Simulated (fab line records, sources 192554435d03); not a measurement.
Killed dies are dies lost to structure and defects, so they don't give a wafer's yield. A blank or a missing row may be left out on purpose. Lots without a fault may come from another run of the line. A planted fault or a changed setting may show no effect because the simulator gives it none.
Chamber matching | flow n5_finfet | N5_GATE_CUT_HM_OPEN_40 on rie_diel-02: 4 sister chambers
The step chemistry C4F6/O2, target SiO2, target depth 139 nm, time 85.1 s. 14 wafers are shown with their chamber, then 7 later ones without.

WAFERS WITH THEIR CHAMBER
wafer  | chamber | rf_vpp_V (V) | showerhead_plenum_p_Torr (Torr) | drypump_motor_current_A (A)
L074.1 | 0       | 684          | 2.86                            | 6.5
L074.2 | 2       | 655          | 2.83                            | 5.9
L074.6 | 2       | 653          | 2.83                            | 5.9
L075.2 | 3       | 654          | 2.74                            | 6.5
L075.3 | 2       | 656          | 2.83                            | 5.9
L075.5 | 2       | 655          | 2.83                            | 5.8
L077.2 | 0       | 684          | 2.86                            | 6.6
L077.3 | 3       | 654          | 2.73                            | 6.5
L077.5 | 2       | 655          | 2.83                            | 5.9
L087.2 | 2       | 656          | 2.82                            | 5.8
L087.3 | 0       | 683          | 2.85                            | 6.5
L087.4 | 1       | 667          | 2.95                            | 5.7
L090.1 | 0       | 682          | 2.85                            | 6.5
L090.2 | 2       | 656          | 2.82                            | 5.8

SIGNATURES (means of the wafers above)
reading                  | chamber 0 | chamber 1 | chamber 2 | chamber 3 | scatter within a chamber
rf_vpp_V                 | 683.25    | 667.00    | 655.14    | 654.00    | 0.98
showerhead_plenum_p_Torr | 2.8550    | 2.9500    | 2.8271    | 2.7350    | 0.00541
drypump_motor_current_A  | 6.525     | 5.700     | 5.857     | 6.500     | 0.0496
Rule: a wafer's distance from a chamber is the root of the sum, over the readings, of the square of ((its reading less the chamber's mean) divided by the reading's scatter). The wafer belongs to the nearest chamber; if the next one is less than 2 further off, it can't be placed. The scatter: the root of (the sum of the squares of (reading less its chamber's mean) over the shown wafers, divided by (wafers less chambers)).

WAFERS WITHOUT THEIR CHAMBER
wafer  | rf_vpp_V (V) | showerhead_plenum_p_Torr (Torr) | drypump_motor_current_A (A)
L090.4 | 668          | 2.94                            | 5.7
L093.1 | 669          | 2.94                            | 5.7
L093.2 | 655          | 2.72                            | 6.5
L093.4 | 684          | 2.85                            | 6.5
L097.2 | 656          | 2.81                            | 5.9
L097.4 | 669          | 2.94                            | 5.7
L097.6 | 668          | 2.94                            | 5.7

WHICH CHAMBER EACH WENT THROUGH
wafer  | from the rows above | in truth
L090.4 | 1                   | 1
L093.1 | 1                   | 1
L093.2 | 3                   | 3
L093.4 | 0                   | 0
L097.2 | 2                   | 2
L097.4 | 1                   | 1
L097.6 | 1                   | 1
Placed correctly: 7 of 7. Can't be placed from these rows: 0. Placed wrongly: 0.
